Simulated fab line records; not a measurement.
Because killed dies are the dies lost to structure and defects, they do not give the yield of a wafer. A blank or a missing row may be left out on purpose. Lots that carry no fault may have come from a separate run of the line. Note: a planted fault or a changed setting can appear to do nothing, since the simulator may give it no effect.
Split-lot trial / flow n5-finfet / route with 1938 steps; 7 lots, 21 wafers read

THE SPLIT ITSELF
At N5_BEOL_M14_EXPOSE_25 (exposes mask M14, target cd 280 nm), the setting dose-mj was moved away from the recipe's 26.6 on 7 of the 21 wafers read, by -5.9% to +6.8%. For the rest of the wafers, this setting stayed at what the recipe calls for.

FROM THE SPLIT TO THE READING: what the file shows between them, 3 steps
- N5_BEOL_M14_PEB_26: peb time 90 s
- N5_BEOL_M14_DEVELOP_27: develop time 45 s
- N5_BEOL_M14_HARDBAKE_32: time 120 s

THE READING
cd-nm, in nm, at N5_BEOL_M14_CD_MEAS_28 (target cd 284.4 nm). Fault-free wafers of this fab line usually give 284.3 nm, standard deviation 2.1 nm.

wafer=L074.2; tool, chamber at the split=krf-scanner-01, 0; dose-mj as run=26.04; against the recipe=-2.1%; cd-nm, nm=279.3; against lot-mates on the recipe=-5.1
wafer=L074.5; tool, chamber at the split=krf-scanner-01, 0; dose-mj as run=26.6; against the recipe=recipe; cd-nm, nm=284.0; against lot-mates on the recipe=-
wafer=L074.6; tool, chamber at the split=krf-scanner-01, 0; dose-mj as run=26.6; against the recipe=recipe; cd-nm, nm=284.9; against lot-mates on the recipe=-
wafer=L075.1; tool, chamber at the split=krf-scanner-01, 0; dose-mj as run=28.42; against the recipe=+6.8%; cd-nm, nm=296.6; against lot-mates on the recipe=+11.0
wafer=L075.3; tool, chamber at the split=krf-scanner-01, 0; dose-mj as run=28.42; against the recipe=+6.8%; cd-nm, nm=297.5; against lot-mates on the recipe=+11.9
wafer=L075.5; tool, chamber at the split=krf-scanner-01, 0; dose-mj as run=26.6; against the recipe=recipe; cd-nm, nm=285.6; against lot-mates on the recipe=-
wafer=L078.3; tool, chamber at the split=krf-scanner-02, 0; dose-mj as run=26.6; against the recipe=recipe; cd-nm, nm=288.3; against lot-mates on the recipe=-
wafer=L078.5; tool, chamber at the split=krf-scanner-02, 0; dose-mj as run=26.6; against the recipe=recipe; cd-nm, nm=286.1; against lot-mates on the recipe=-
wafer=L078.6; tool, chamber at the split=krf-scanner-02, 0; dose-mj as run=26.6; against the recipe=recipe; cd-nm, nm=287.5; against lot-mates on the recipe=-
wafer=L080.2; tool, chamber at the split=krf-scanner-02, 0; dose-mj as run=27.27; against the recipe=+2.5%; cd-nm, nm=286.0; against lot-mates on the recipe=+3.9
wafer=L080.4; tool, chamber at the split=krf-scanner-02, 0; dose-mj as run=26.6; against the recipe=recipe; cd-nm, nm=282.7; against lot-mates on the recipe=-
wafer=L080.5; tool, chamber at the split=krf-scanner-02, 0; dose-mj as run=26.6; against the recipe=recipe; cd-nm, nm=281.6; against lot-mates on the recipe=-
wafer=L084.1; tool, chamber at the split=krf-scanner-02, 0; dose-mj as run=26.6; against the recipe=recipe; cd-nm, nm=285.3; against lot-mates on the recipe=-
wafer=L084.2; tool, chamber at the split=krf-scanner-02, 0; dose-mj as run=27.81; against the recipe=+4.5%; cd-nm, nm=294.1; against lot-mates on the recipe=+9.6
wafer=L084.3; tool, chamber at the split=krf-scanner-02, 0; dose-mj as run=26.6; against the recipe=recipe; cd-nm, nm=283.7; against lot-mates on the recipe=-
wafer=L086.1; tool, chamber at the split=krf-scanner-02, 0; dose-mj as run=26.6; against the recipe=recipe; cd-nm, nm=284.5; against lot-mates on the recipe=-
wafer=L086.2; tool, chamber at the split=krf-scanner-02, 0; dose-mj as run=26.6; against the recipe=recipe; cd-nm, nm=283.7; against lot-mates on the recipe=-
wafer=L086.4; tool, chamber at the split=krf-scanner-02, 0; dose-mj as run=26.6; against the recipe=recipe; cd-nm, nm=283.5; against lot-mates on the recipe=-
wafer=L092.1; tool, chamber at the split=krf-scanner-01, 0; dose-mj as run=25.04; against the recipe=-5.9%; cd-nm, nm=270.1; against lot-mates on the recipe=-9.9
wafer=L092.3; tool, chamber at the split=krf-scanner-01, 0; dose-mj as run=25.04; against the recipe=-5.9%; cd-nm, nm=272.7; against lot-mates on the recipe=-7.3
wafer=L092.4; tool, chamber at the split=krf-scanner-01, 0; dose-mj as run=26.6; against the recipe=recipe; cd-nm, nm=280.0; against lot-mates on the recipe=-

THE FIT
A straight line over all 21 wafers: cd-nm changes by +2 nm for each +1% of dose-mj; r = +0.95; the points scatter about the line by 2.1 nm.
The same after taking each lot's own level away (the mean of its wafers on the recipe; 21 wafers): +1.66 nm for each +1%; r = +0.98; scatter 0.99 nm.
Per that fit: largest dose-mj move, reading shift of 11 nm.
The lots' own levels span 280.00 to 287.30 nm, that is 3.5 times the standard deviation above.
Thus the slope moves with the lot-to-lot level: the two fits are different.
Check: with one of the wafers moved furthest among these (+6.8%) left out of the fit, the line predicts +11.6 nm for it against its lot-mates. It came out at +11 nm against them.

THESE WAFERS: OTHER SPLITS
These wafers also went through other splits before the reading. Each is held against what the fit with the lots' levels taken away leaves over:
other split on the same wafers=N5_BEOL_M8_ILD_DEP_00 time-s; wafers away from the commonest value=7; r with cd-nm (lot level and that fit taken away)=-0.01
other split on the same wafers=N5_BEOL_M8_TRENCH_ETCH_37 bias-w; wafers away from the commonest value=2; r with cd-nm (lot level and that fit taken away)=+0.19
other split on the same wafers=N5_BEOL_M9_COAT_22 spin-rpm; wafers away from the commonest value=4; r with cd-nm (lot level and that fit taken away)=-0.16
other split on the same wafers=N5_BEOL_M11_DESCUM_16 time-s; wafers away from the commonest value=10; r with cd-nm (lot level and that fit taken away)=-0.14
other split on the same wafers=N5_BEOL_M11_ETCH_62 time-s; wafers away from the commonest value=7; r with cd-nm (lot level and that fit taken away)=+0.14
other split on the same wafers=N5_BEOL_M13_EXPOSE_07 dose-mj; wafers away from the commonest value=5; r with cd-nm (lot level and that fit taken away)=-0.17

THE WHOLE CHAIN: every reading that the file lists as answering this split, in the file's order
step=N5_BEOL_M14_CD_MEAS_28; what it does=target cd 284.4 nm; reading=cd-nm; change (the file's fit)=+1.71 nm for each +1% of the setting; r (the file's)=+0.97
step=N5_BEOL_M14_DESCUM_33; what it does=chemistry O2, time 7.9 s; reading=BEOL_M14.cd-nm (the simulator's own value, which no gauge read); change (the file's fit)=+1.7 nm for each +1% of the setting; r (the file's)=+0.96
step=N5_BEOL_M14_ETCH_68; what it does=etches SOC in N2/H2, time 450 s; reading=BEOL_M14.cd-nm (the simulator's own value, which no gauge read); change (the file's fit)=+1.87 nm for each +1% of the setting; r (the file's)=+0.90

FILE'S OWN FIT
cd-nm changes by +1.71 nm for each +1% of dose-mj, r = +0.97.
